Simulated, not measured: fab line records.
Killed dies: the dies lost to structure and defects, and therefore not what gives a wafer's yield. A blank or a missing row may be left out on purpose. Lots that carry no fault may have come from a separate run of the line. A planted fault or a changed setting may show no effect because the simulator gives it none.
Split-lot study | flow n5_finfet | route with 1938 steps; 7 lots, 21 wafers read

## ON THE SPLIT
At N5_BEOL_M13_TRENCH_ETCH_34 (etches SiOC in C4F8/O2/Ar, target depth 413.47 nm, time 162.6 s), the setting time_s was moved away from the recipe's 162.6 s on 7 of the 21 wafers read, by -22.0% to +21.6%. For the rest of the wafers, this setting stayed at what the recipe calls for.

## FROM THE SPLIT TO THE READING: what the file shows between them, 10 steps
- N5_BEOL_M13_STRIP_70: strips in C4F8/O2/Ar
- N5_BEOL_M13_OCD_MEAS_35
- N5_BEOL_M13_STRIP_37: strips in N2/H2
- N5_BEOL_M13_ETCH_38: etches SiCN in CF4/N2, target depth 67.5 nm, time 71.9 s
- N5_BEOL_M13_ECD_47: material Cu, target thk 936 nm
- N5_BEOL_M13_ANNEAL_48: time 90 s
- N5_BEOL_M13_CMP_49: polishes, stops on SiOC, t overpolish 17.1 s, target thk 420 nm
- N5_BEOL_M13_THK_MEAS_50: measures by xrf
- N5_BEOL_M13_PRE_CLEAN_52: time 15 s
- N5_BEOL_M13_DEP_53: deposits SiCN from 3MS/NH3, target thk 50 nm, time 17.8 s

## THE READING
M13_RS (ohm/sq), read at N5_BEOL_M13_RS_MEAS_54 with a four-point probe. A value of 0.0446 ohm/sq with a standard deviation of 0.00072 ohm/sq is what fault-free wafers of this fab line usually give.

wafer  | tool, chamber at the split | time_s as run, s | against the recipe | M13_RS, ohm/sq | against lot-mates on the recipe
L074.2 | rie_diel-02, 0             | 126.9            | -22.0%             | 0.0588         | +0.0149
L074.5 | rie_diel-02, 0             | 126.9            | -22.0%             | 0.0580         | +0.0141
L074.6 | rie_diel-02, 1             | 162.6            | recipe             | 0.0439         | -
L077.1 | rie_diel-05, 2             | 162.6            | recipe             | 0.0442         | -
L077.4 | rie_diel-05, 1             | 162.6            | recipe             | 0.0452         | -
L077.5 | rie_diel-05, 2             | 162.6            | recipe             | 0.0435         | -
L080.2 | rie_diel-02, 3             | 185.3            | +14.0%             | 0.0393         | -0.0073
L080.5 | rie_diel-02, 3             | 185.3            | +14.0%             | 0.0393         | -0.0073
L080.6 | rie_diel-02, 0             | 162.6            | recipe             | 0.0466         | -
L085.1 | rie_diel-02, 2             | 162.6            | recipe             | 0.0453         | -
L085.4 | rie_diel-02, 1             | 197.8            | +21.6%             | 0.0364         | -0.0082
L085.5 | rie_diel-02, 1             | 162.6            | recipe             | 0.0439         | -
L087.2 | rie_diel-05, 3             | 162.6            | recipe             | 0.0442         | -
L087.3 | rie_diel-05, 0             | 162.6            | recipe             | 0.0450         | -
L087.6 | rie_diel-05, 0             | 162.6            | recipe             | 0.0453         | -
L091.1 | rie_diel-02, 0             | 127.4            | -21.6%             | 0.0583         | +0.0141
L091.3 | rie_diel-02, 3             | 162.6            | recipe             | 0.0442         | -
L091.6 | rie_diel-02, 3             | 127.4            | -21.6%             | 0.0569         | +0.0127
L095.1 | rie_diel-04, 1             | 162.6            | recipe             | 0.0447         | -
L095.4 | rie_diel-04, 3             | 162.6            | recipe             | 0.0444         | -
L095.5 | rie_diel-04, 1             | 162.6            | recipe             | 0.0441         | -

THE FIT
A straight line over all 21 wafers: M13_RS changes by -0.000532 ohm/sq for each +1% of time_s; r = -0.98; the points scatter about the line by 0.0013 ohm/sq.
The same after taking each lot's own level away (the mean of its wafers on the recipe; 21 wafers): -0.000572 ohm/sq for each +1%; r = -0.99; scatter 0.0012 ohm/sq.
The reading moves by 0.013 ohm/sq for the largest change in time_s, on that fit.
The lots' own levels span 0.04390 to 0.04660 ohm/sq, that is 3.8 times the standard deviation above.
The two slopes agree, so the slope changes little with the lot-to-lot level.
Check: with one of the wafers moved furthest among these (-22.0%) left out of the fit, the line predicts +0.0127 ohm/sq for it against its lot-mates. Against them it came out at +0.0149 ohm/sq.

## THE OTHER SPLITS THESE WAFERS WENT THROUGH
Note: prior to the reading, these wafers also went through further splits. Each is held against what the fit with the lots' levels taken away leaves over:
other split on the same wafers        | wafers away from the commonest value | r with M13_RS (lot level and that fit taken away)
N5_BEOL_M11_VIA_ETCH_34 time_s        | 6                                    | -0.04
N5_BEOL_M11_TRENCH_ETCH_37 bias_w     | 8                                    | -0.23
N5_BEOL_M13_EXPOSE_25 dose_mj         | 10                                   | -0.15
N5_BEOL_M13_DEVELOP_27 develop_time_s | 9                                    | -0.13
N5_BEOL_M13_DESCUM_33 time_s          | 7                                    | -0.34

## THE WHOLE CHAIN: every reading that the file lists as answering this split, in the file's order
step                       | what it does                                                    | reading                                                                       | change (the file's fit)               | r (the file's)
N5_BEOL_M13_TRENCH_ETCH_34 | etches SiOC in C4F8/O2/Ar, target depth 413.47 nm, time 162.6 s | etch.depth_nm (the simulator's own value, which no gauge read)                | +4.54 nm for each +1% of the setting  | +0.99
N5_BEOL_M13_OCD_MEAS_35    |                                                                 | trench_depth_nm                                                               | +4.55 nm for each +1% of the setting  | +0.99
N5_BEOL_M13_CMP_49         | polishes, stops on SiOC, t overpolish 17.1 s, target thk 420 nm | Cu_of_BEOL_M13_ECD_47.thk_nm (the simulator's own value, which no gauge read) | +4.58 nm for each +1% of the setting  | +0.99
N5_BEOL_M13_THK_MEAS_50    | measures by xrf                                                 | M13_THK                                                                       | +4.63 for each +1% of the setting     | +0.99
N5_BEOL_M13_RS_MEAS_54     | measures by four-point-probe                                    | M13_RS                                                                        | -0.000551 for each +1% of the setting | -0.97

## FILE'S OWN FIT
M13_RS changes by -0.000551 ohm/sq for each +1% of time_s, r = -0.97.
